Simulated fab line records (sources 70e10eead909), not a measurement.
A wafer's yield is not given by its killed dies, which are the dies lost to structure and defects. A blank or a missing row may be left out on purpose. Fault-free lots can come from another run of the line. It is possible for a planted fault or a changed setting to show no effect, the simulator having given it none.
fab line records	flow nand_harc
record lots=6	wafers=18	last_day=33
route steps=1302 shown THIN_TSV@1287 END@1302
lots with no fault: from the same line, run without faults
start_h: start of the lot's first displayed wafer, in hours after the record's first day	wait_h: hours from the lot's prior step to this one	" repeats the value in the row above	L1.1+2: a row that stands for several wafers	- no value present, or no start provided	* or withheld: withheld	< > ~ a bound
route shown NAME@n: names a module that has steps shown in the file, with the first one's number in the route	usual: average and standard deviation across the fault-free wafers	same: alike in all rows	chamber/n: place in a boat	sites: each site's reading	_std_site: the values' standard deviation	_edge_site: outer sites' mean less inner sites'	radius_mm: how far each site lies from the wafer's centre	mask NAME#n: copy n	behind: the last tool/chamber to shape the wafer	hold: cause of the lot's hold/its duration in hours/its outcome	device: whichever transistor did not switch (one of n, p or np)	end of line: tests of these same wafers at the route's end	a step with no rows: only its recipe	killed: not the wafer's yield, but the dies lost to structure and defects at the first sort	map: a wafer's dies, x killed, . not, _ none there
set.NAME: the run value of the setting; set.NAME@STEP: its run value at that earlier step	model.NAME: the simulator's own value behind a step, which no gauge read
certain route steps with their lots: each step a table, each wafer a row
services: a tool's chamber out of use, with start hour (start_h, from the record's first day; less than 0 if before it), hours out, and reason
## steps
# step NHARC_THIN_TSV_EBR_29
# step NHARC_THIN_TSV_EXPOSE_30
# recipe na=0.55	dose_mj=11.47	mask_id=PAD
# step NHARC_THIN_TSV_PEB_31
# recipe peb_temp_c=118	peb_time_s=85
# step NHARC_THIN_TSV_DEVELOP_32
# recipe time_s=70
# step NHARC_THIN_TSV_CD_MEAS_33
# recipe target_cd_nm=5000	landing_energy_ev=500
# usual cd_nm=4999.9/1.5
lot.wafer	tool	chamber	start_h	wait_h	cd_nm
L235.2	cd_sem-01	0	606.29	-	4999.8
L235.5	"	0	"	"	4998.3
L235.6	"	0	"	"	4999.8
L241.1	cd_sem-01	0	677.93	-	4999.0
L241.5	"	0	"	"	4999.5
L241.6	"	0	"	"	4998.2
L243.1	cd_sem-02	0	714.30	-	4996.0
L243.2	"	0	"	"	4996.3
L243.5	"	0	"	"	4998.5
L244.1	cd_sem-02	0	720.14	-	4999.7
L244.2	"	0	"	"	5002.7
L244.5	"	0	"	"	5000.6
L248.1	cd_sem-02	0	752.84	-	5000.7
L248.2	"	0	"	"	5002.2
L248.3	"	0	"	"	5001.2
L253.3	cd_sem-03	0	787.38	-	5000.8
L253.4	"	0	"	"	5002.4
L253.6	"	0	"	"	5003.6
# step NHARC_THIN_TSV_HARDBAKE_34
# recipe temp_c=125	time_s=80
# step NHARC_THIN_TSV_DESCUM_35
# recipe time_s=3	o2_flow_sccm=200	ar_flow_sccm=0	bias_power_w=0	chemistry=O2
# usual drypump_motor_current_A=5.8/0.43	oes_product_au=0.995/0.0085	rf_vpp_V=57.6/0.75	showerhead_plenum_p_Torr=1.87/0.056	throttle_valve_pct=11.311/0.0095
# same time_s=3
lot.wafer	tool	chamber	start_h	wait_h	drypump_motor_current_A	oes_product_au	rf_hours_counter_h	rf_vpp_V	showerhead_plenum_p_Torr	throttle_valve_pct
L235.2	rie_diel-02	1	606.48	-	5.2	0.997	0.8	57.1	1.96	11.301
L235.5	"	3	"	"	6.2	1.000	-	57.2	1.81	11.321
L235.6	"	0	"	"	5.5	1.002	-	57.4	1.88	11.285
L241.1	rie_diel-07	1	678.12	-	6.5	0.973	1.4	57.1	1.88	11.302
L241.6	"	3	"	"	5.3	0.995	-	57.4	1.85	11.308
L241.5	"	0	"	"	5.7	0.999	-	57.2	1.87	11.303
L243.2	rie_diel-11	0	714.48	-	5.4	0.990	3.3	57.6	2.01	11.307
L243.1	"	1	"	"	6.3	0.995	4.2	56.7	1.82	11.321
L243.5	"	3	"	"	5.7	0.986	-	57.3	1.86	11.316
L244.2	rie_diel-11	1	720.30	-	6.3	1.002	4.2	57.6	1.82	11.303
L244.1	"	3	"	"	5.7	0.994	4.0	56.9	1.86	11.319
L244.5	"	2	"	"	6.4	1.003	-	58.0	1.79	11.310
L248.2	rie_diel-07	3	753.01	-	5.3	0.979	4.2	56.7	1.85	11.307
L248.1	"	0	"	"	5.7	0.999	5.2	57.4	1.87	11.312
L248.3	"	1	"	"	6.5	0.976	5.4	56.5	1.88	11.309
L253.3	rie_diel-07	2	787.55	-	5.4	0.997	8.3	57.2	1.92	11.288
L253.4	"	3	"	"	5.3	0.995	7.5	58.0	1.85	11.307
L253.6	"	1	"	"	6.4	0.995	-	58.0	1.88	11.298
# step NHARC_THIN_TSV_ETCH_59
# recipe target_depth_a=8800	icp_w=900	bias_w=100	Cl2_flow_sccm=60	bcl3_flow_sccm=30	time_s=138.1	chemistry=Cl2/BCl3
# usual drypump_motor_current_A=5.7/0.44	oes_product_au=1.002/0.0071	throttle_valve_pct=22.265/0.0082
# same time_s=138.1
lot.wafer	tool	chamber	start_h	wait_h	drypump_motor_current_A	oes_product_au	rf_hours_counter_h	throttle_valve_pct
L235.2	rie_metal-03	0	606.58	0.1	6.4	1.012	1.0	22.255
L235.5	"	0	"	"	6.4	1.003	-	22.265
L235.6	"	1	"	"	5.7	1.005	-	22.253
L241.1	rie_metal-01	0	678.22	0.1	5.1	0.996	1.8	22.262
L241.5	"	0	"	"	5.1	0.997	-	22.266
L241.6	"	1	"	"	6.0	0.996	-	22.255
L243.2	rie_metal-01	1	714.59	0.1	6.0	1.006	2.5	22.262
L243.1	"	0	"	"	5.2	0.996	2.5	22.270
L243.5	"	0	"	"	5.2	0.990	-	22.277
L244.2	rie_metal-03	0	720.43	0.1	6.4	1.002	0.5	22.271
L244.1	"	1	"	"	5.7	1.002	0.5	22.263
L244.5	"	0	"	"	6.4	1.004	-	22.264
L248.2	rie_metal-03	0	753.13	0.1	6.4	1.002	1.0	22.255
L248.1	"	1	"	"	5.7	0.999	1.0	22.250
L248.3	"	0	"	"	6.4	0.998	-	22.262
L253.4	rie_metal-01	1	787.74	0.2	6.0	1.013	-	22.278
L253.3	"	0	"	"	5.1	0.991	-	22.259
L253.6	"	1	"	"	6.0	1.023	-	22.274
# step NHARC_THIN_TSV_ETCH_36
# recipe target_depth_a=650	over_etch_frac=0.3	time_s=18.571	ion_energy_ev=150	chemistry=Cl2/BCl3
# usual drypump_motor_current_A=5.7/0.44	oes_product_au=1.001/0.0072
# same time_s=18.571
lot.wafer	tool	chamber	start_h	wait_h	drypump_motor_current_A	oes_product_au	rf_hours_counter_h
L235.2	rie_metal-03	1	606.84	0.2	5.7	1.014	1.1
L235.5	"	1	"	"	5.7	1.004	-
L235.6	"	0	"	"	6.4	1.002	-
L241.1	rie_metal-01	0	678.48	0.2	5.1	1.003	2.0
L241.5	"	1	"	"	6.0	1.002	-
L241.6	"	0	"	"	5.1	1.009	-
L243.2	rie_metal-01	0	714.84	0.2	5.2	1.007	2.6
L243.1	"	1	"	"	6.0	1.013	2.6
L243.5	"	0	"	"	5.1	0.999	-
L244.1	rie_metal-03	1	720.68	0.2	5.7	1.013	0.7
L244.2	"	0	"	"	6.4	0.999	0.7
L244.5	"	0	"	"	6.4	0.993	-
L248.2	rie_metal-03	0	753.39	0.2	6.4	0.987	1.1
L248.1	"	1	"	"	5.7	1.008	1.1
L248.3	"	0	"	"	6.4	0.991	-
L253.3	rie_metal-01	0	787.94	0.1	5.2	1.000	-
L253.4	"	1	"	"	5.9	1.004	-
L253.6	"	0	"	"	5.1	0.999	-
# step NHARC_THIN_TSV_STRIP_56
# recipe power_w=1500	temp_c=250	chemistry=O2
# usual drypump_motor_current_A=5.8/0.33	heater_power_w=334/43
lot.wafer	tool	chamber	start_h	wait_h	drypump_motor_current_A	heater_power_w	rf_hours_counter_h
L235.2	plasma_asher-01	0	606.99	0.1	5.4	297	15
L235.6	"	1	"	"	5.8	310	-
L235.5	"	0	"	"	5.4	290	-
L241.1	plasma_asher-02	1	678.62	0.1	5.9	372	14
L241.6	"	0	"	"	6.3	409	-
L241.5	"	1	"	"	5.9	366	-
L243.1	plasma_asher-01	0	714.94	0.1	5.4	276	3
L243.2	"	1	"	"	5.8	332	3
L243.5	"	0	"	"	5.4	291	-
L244.1	plasma_asher-02	1	720.78	0.1	5.9	364	23
L244.2	"	0	"	"	6.3	395	23
L244.5	"	1	"	"	5.9	367	-
L248.2	plasma_asher-01	1	753.49	0.1	5.8	327	10
L248.1	"	0	"	"	5.4	293	10
L248.3	"	0	"	"	5.4	289	-
L253.4	plasma_asher-01	1	788.40	0.5	5.8	326	-
L253.3	"	0	"	"	5.4	289	-
L253.6	"	1	"	"	5.7	317	-
# step NHARC_THIN_TSV_STRIP_57
# recipe time_s=1200	temp_c=72.5	chemistry=post_etch_residue_remover
# step NHARC_THIN_TSV_CD_MEAS_37
# usual cd_nm=4999.3/2.2
lot.wafer	tool	chamber	start_h	wait_h	cd_nm
L235.2	cd_sem-03	-	607.74	-	4997.6
L235.5	"	-	"	"	4996.9
L235.6	"	-	"	"	5000.2
L241.1	cd_sem-03	-	679.37	-	4998.0
L241.5	"	-	"	"	4998.1
L241.6	"	-	"	"	4998.4
L243.1	cd_sem-03	-	715.73	-	4994.5
L243.2	"	-	"	"	4998.3
L243.5	"	-	"	"	4996.8
L244.1	cd_sem-03	-	721.57	-	5000.1
L244.2	"	-	"	"	5001.3
L244.5	"	-	"	"	4998.4
L248.1	cd_sem-02	-	754.29	-	4999.7
L248.2	"	-	"	"	5002.1
L248.3	"	-	"	"	5001.1
L253.3	cd_sem-03	-	789.11	-	4998.9
L253.4	"	-	"	"	4999.7
L253.6	"	-	"	"	5002.0
# step NHARC_THIN_TSV_ANNEAL_58
# recipe temp_c=400	time_s=1800
# usual spike_tc_bottom_C=422.9/1.7	spike_tc_centre_C=400.6/1.6	spike_tc_lower_C=400.7/1	spike_tc_top_C=427.3/1.5	spike_tc_upper_C=400.2/0.99
# same time_s=1800
lot.wafer	tool	chamber	start_h	wait_h	spike_tc_bottom_C	spike_tc_centre_C	spike_tc_lower_C	spike_tc_top_C	spike_tc_upper_C
L235.2	furnace-03	0	609.41	1.7	422.3	401.0	399.6	424.8	399.0
L235.5	"	0	"	"	421.2	402.8	399.4	424.5	400.0
L235.6	"	0	"	"	422.9	400.5	400.3	426.3	400.2
L241.1	furnace-08	0	683.26	3.9	421.0	399.4	400.0	427.7	398.2
L241.5	"	0	"	"	422.7	398.8	400.7	428.5	399.8
L241.6	"	0	"	"	422.3	398.8	400.0	427.3	400.1
L243.1	furnace-08	0	718.16	2.4	448.4	424.4	426.6	454.2	426.6
L243.2	"	0	"	"	447.5	426.2	428.7	452.1	428.2
L243.5	"	0	"	"	448.4	426.3	426.9	453.0	426.2
L244.1	furnace-08	0	722.58	1.0	448.0	425.4	426.9	452.3	427.3
L244.2	"	0	"	"	449.0	426.2	426.3	452.8	425.2
L244.5	"	0	"	"	448.3	425.2	427.8	452.9	426.7
L248.1	furnace-07	0	757.44	3.1	431.3	400.5	400.3	430.0	399.5
L248.2	"	0	"	"	429.0	400.8	400.3	429.2	398.4
L248.3	"	0	"	"	429.0	401.3	402.5	430.7	400.1
L253.3	furnace-03	0	792.26	3.1	424.0	404.3	402.3	425.0	400.5
L253.4	"	0	"	"	423.0	402.4	401.3	425.4	399.8
L253.6	"	0	"	"	424.7	401.3	401.6	426.0	399.8
# step NHARC_THIN_TSV_INSPECT_40
# usual raw_defect_count=567/83
lot.wafer	tool	chamber	start_h	wait_h	raw_defect_count
L235.2	defect_inspect-02	-	610.85	0.4	520
L235.5	"	-	"	"	514
L235.6	"	-	"	"	461
L241.1	defect_inspect-01	-	684.71	0.4	508
L241.5	"	-	"	"	520
L241.6	"	-	"	"	474
L243.1	defect_inspect-01	-	719.60	0.4	599
L243.2	"	-	"	"	605
L243.5	"	-	"	"	611
L244.1	defect_inspect-02	-	724.01	0.4	799
L244.2	"	-	"	"	563
L244.5	"	-	"	"	677
L248.1	defect_inspect-01	-	758.89	0.4	481
L248.2	"	-	"	"	492
L248.3	"	-	"	"	444
L253.3	defect_inspect-02	-	793.71	0.4	516
L253.4	"	-	"	"	521
L253.6	"	-	"	"	421
# step NHARC_END_SORT_01
# recipe temp_c=25
# usual defect_limited_yield=90.7/3	killed_at_array=58/20	killed_at_other=0.9/1.4	killed_at_periphery=4/3.1	killed_dies=63/20	killed_open=3.3/1.8	killed_short=2.4/1.5
# same gross_dies=677
lot.wafer	tool	chamber	start_h	wait_h	defect_limited_yield[%]	killed_at_array	killed_at_other	killed_at_periphery	killed_dies	killed_open	killed_short
L235.2	prober-02	0	614.70	2.8	88.9	74	0	1	75	5	2
L235.5	prober-02	0	617.07	3.7	88.3	76	0	3	79	5	2
L235.6	prober-02	0	617.87	4.0	89.5	65	4	2	71	4	4
L241.1	prober-01	0	687.79	2.5	88.5	75	0	3	78	2	0
L241.5	prober-01	0	690.94	3.7	87.0	83	0	5	88	3	0
L241.6	prober-01	0	691.73	3.9	86.6	86	1	4	91	5	2
L243.1	prober-01	0	722.57	2.4	89.4	69	0	3	72	6	3
L243.2	prober-01	0	723.36	2.7	93.6	39	1	3	43	1	3
L243.5	prober-01	0	725.73	3.6	90.1	65	1	1	67	3	3
L248.1	prober-01	0	771.30	2.5	91.7	48	1	7	56	4	2
L248.2	prober-01	0	772.09	2.8	93.8	31	0	11	42	4	3
L248.3	prober-01	0	772.89	3.1	93.5	31	0	13	44	1	1
L253.3	prober-02	0	798.33	3.1	90.8	61	0	1	62	1	1
L253.4	prober-02	0	799.12	3.4	93.9	37	3	1	41	0	1
L253.6	prober-02	0	800.71	4.0	94.5	35	0	2	37	5	2
# killed by level:class
L235.2 A_CHANNEL_HOLE_D2:chamber_film_flake=29 A_SLIT:chamber_film_flake=27 A_CONTACT:chamber_film_flake=6 A_CHANNEL_HOLE_D1:chamber_film_flake=3 A_WL_FILL:geometric_particle:short=2 A_WL_FILL:chamber_film_flake=2 P_M1:geometric_particle:open=1 A_CHANNEL_HOLE_D2:geometric_particle:open=1
L235.5 A_CHANNEL_HOLE_D2:chamber_film_flake=34 A_SLIT:chamber_film_flake=28 A_CHANNEL_HOLE_D1:chamber_film_flake=4 A_CONTACT:chamber_film_flake=4 P_CONTACT:geometric_particle:open=1 P_M1:geometric_particle:open=1 P_M2:geometric_particle:open=1 A_CHANNEL_HOLE_D1:geometric_particle:open=1
L235.6 A_CHANNEL_HOLE_D2:chamber_film_flake=34 A_SLIT:chamber_film_flake=15 A_CHANNEL_HOLE_D1:chamber_film_flake=4 THIN_TSV:chamber_film_flake=4 A_WL_FILL:geometric_particle:short=2 A_CONTACT:chamber_film_flake=2 P_M0:geometric_particle:open=1 P_M2:geometric_particle:open=1
L241.1 A_CHANNEL_HOLE_D1:chamber_film_flake=33 A_SLIT:chamber_film_flake=23 A_CHANNEL_HOLE_D2:chamber_film_flake=8 A_CONTACT:chamber_film_flake=4 A_CHANNEL_FILL_D2:chamber_film_flake=2 A_STAIRCASE:chamber_film_flake=2 A_DECK1_JOINT:geometric_particle:open=1 A_CONTACT:geometric_particle:open=1
L241.5 A_SLIT:chamber_film_flake=33 A_CHANNEL_HOLE_D1:chamber_film_flake=28 A_CHANNEL_HOLE_D2:chamber_film_flake=8 A_WL_FILL:chamber_film_flake=5 P_ZERO_WELL:chamber_film_flake=3 A_STAIRCASE:chamber_film_flake=3 A_CONTACT:chamber_film_flake=2 P_M1:geometric_particle:open=1
L241.6 A_CHANNEL_HOLE_D1:chamber_film_flake=31 A_CHANNEL_HOLE_D2:chamber_film_flake=20 A_SLIT:chamber_film_flake=19 A_STAIRCASE:chamber_film_flake=4 A_CONTACT:chamber_film_flake=3 P_BONDPAD:chamber_film_flake=2 A_DECK1_JOINT:chamber_film_flake=2 P_CONTACT:geometric_particle:open=1
L243.1 A_CHANNEL_HOLE_D1:chamber_film_flake=34 A_CHANNEL_HOLE_D2:chamber_film_flake=16 A_STAIRCASE:chamber_film_flake=4 A_SLIT:chamber_film_flake=4 A_DECK1_JOINT:geometric_particle:short=3 A_CONTACT:chamber_film_flake=3 P_STI:geometric_particle:open=1 P_CONTACT:geometric_particle:open=1
L243.2 A_CHANNEL_HOLE_D1:chamber_film_flake=22 A_CHANNEL_HOLE_D2:chamber_film_flake=11 P_ZERO_WELL:chamber_film_flake=2 P_GATE:geometric_particle:short=1 A_CHANNEL_FILL_D1:geometric_particle:open=1 A_STAIRCASE:geometric_particle:short=1 A_M0:geometric_particle:short=1 A_DECK1_JOINT:chamber_film_flake=1
L243.5 A_CHANNEL_HOLE_D1:chamber_film_flake=36 A_CHANNEL_HOLE_D2:chamber_film_flake=17 A_ONON_D1:geometric_particle:short=2 A_DECK1_JOINT:geometric_particle:open=2 A_SLIT:chamber_film_flake=2 A_DECK1_JOINT:chamber_film_flake=2 A_CONTACT:chamber_film_flake=2 A_ONON_D1:geometric_particle:open=1
L248.1 A_SLIT:chamber_film_flake=24 A_CHANNEL_HOLE_D1:chamber_film_flake=11 P_STI:chamber_film_flake=2 P_GATE:chamber_film_flake=2 P_M0:chamber_film_flake=2 A_BONDPAD:chamber_film_flake=2 A_CHANNEL_HOLE_D2:chamber_film_flake=2 A_STAIRCASE:chamber_film_flake=2
L248.2 A_SLIT:chamber_film_flake=17 P_STI:chamber_film_flake=5 P_M0:chamber_film_flake=4 A_CHANNEL_HOLE_D1:chamber_film_flake=4 A_ONON_D1:geometric_particle:short=2 A_M1:geometric_particle:open=2 P_GATE:chamber_film_flake=2 A_CHANNEL_FILL_D1:geometric_particle:open=1
L248.3 A_SLIT:chamber_film_flake=16 A_CHANNEL_HOLE_D1:chamber_film_flake=7 P_GATE:chamber_film_flake=6 P_STI:chamber_film_flake=3 P_M0:chamber_film_flake=3 A_CONTACT:chamber_film_flake=2 A_BONDPAD:chamber_film_flake=2 A_ONON_D1:geometric_particle:short=1
L253.3 A_CHANNEL_HOLE_D2:chamber_film_flake=39 A_CONTACT:chamber_film_flake=10 A_SLIT:chamber_film_flake=7 A_WL_FILL:chamber_film_flake=2 A_CONTACT:geometric_particle:short=1 A_M1:geometric_particle:open=1 P_ZERO_WELL:chamber_film_flake=1 A_DECK1_JOINT:chamber_film_flake=1
L253.4 A_CHANNEL_HOLE_D2:chamber_film_flake=15 A_SLIT:chamber_film_flake=10 A_CONTACT:chamber_film_flake=9 THIN_TSV:chamber_film_flake=3 A_ONON_D2:geometric_particle:short=1 P_ZERO_WELL:chamber_film_flake=1 A_CHANNEL_HOLE_D1:chamber_film_flake=1 A_STAIRCASE:chamber_film_flake=1
L253.6 A_CHANNEL_HOLE_D2:chamber_film_flake=13 A_SLIT:chamber_film_flake=9 A_CONTACT:chamber_film_flake=6 P_M0:geometric_particle:open=2 A_CHANNEL_FILL_D1:geometric_particle:short=1 A_DECK1_JOINT:geometric_particle:open=1 A_CHANNEL_HOLE_D2:geometric_particle:open=1 A_WL_FILL:geometric_particle:short=1
## services
tool	chamber	start_h	hours	kind
rie_metal-01	0	584.00	-	clean
rie_metal-01	1	584.00	-	clean
plasma_asher-02	-	603.13	9.0	pm
rie_diel-11	3	605.15	3.1	repair
rie_diel-11	-	609.53	9.0	pm
rie_diel-02	2	630.46	98.1	repair
rie_diel-11	2	641.67	10.2	repair
rie_diel-11	0	643.35	6.9	repair
rie_diel-07	1	646.94	6.9	repair
rie_diel-07	-	649.85	9.0	pm
rie_diel-11	1	651.02	14.0	repair
rie_metal-01	1	658.88	5.5	repair
furnace-07	-	673.96	36.4	repair
rie_diel-07	3	685.42	21.7	repair
rie_metal-03	-	696.06	9.0	pm
rie_metal-03	0	696.06	9.0	vent_cycle
plasma_asher-01	-	696.30	9.0	pm
rie_diel-02	-	747.70	9.0	pm
rie_metal-01	-	752.00	9.0	pm
rie_diel-11	1	765.04	10.0	repair
rie_diel-07	-	765.15	0.2	repair
rie_diel-07	0	777.63	2.0	repair
plasma_asher-02	-	780.13	9.0	pm
rie_diel-11	-	786.53	9.0	pm
## key
first_sign step=NHARC_THIN_TSV_ANNEAL_58	reading=spike_tc_upper_C	direction=up	sigmas=27	usual=400.2	struck=426.7
effect step=NHARC_THIN_TSV_ANNEAL_58	reading=spike_tc_lower_C	direction=up	sigmas=26	usual=400.7	struck=427.2
met_at NHARC_THIN_TSV_ANNEAL_58
struck_wafers L243.1,L243.2,L243.5,L244.1,L244.2,L244.5
onset_between 683.26 718.16
fault kind=process_parameter_drift	tool=furnace-08	chamber=-	onset_h=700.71	steps=NHARC_THIN_TSV_ANNEAL_58	channel=temp_c	offset=*	shape=step	end_h=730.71	acts_in=*	stated=*
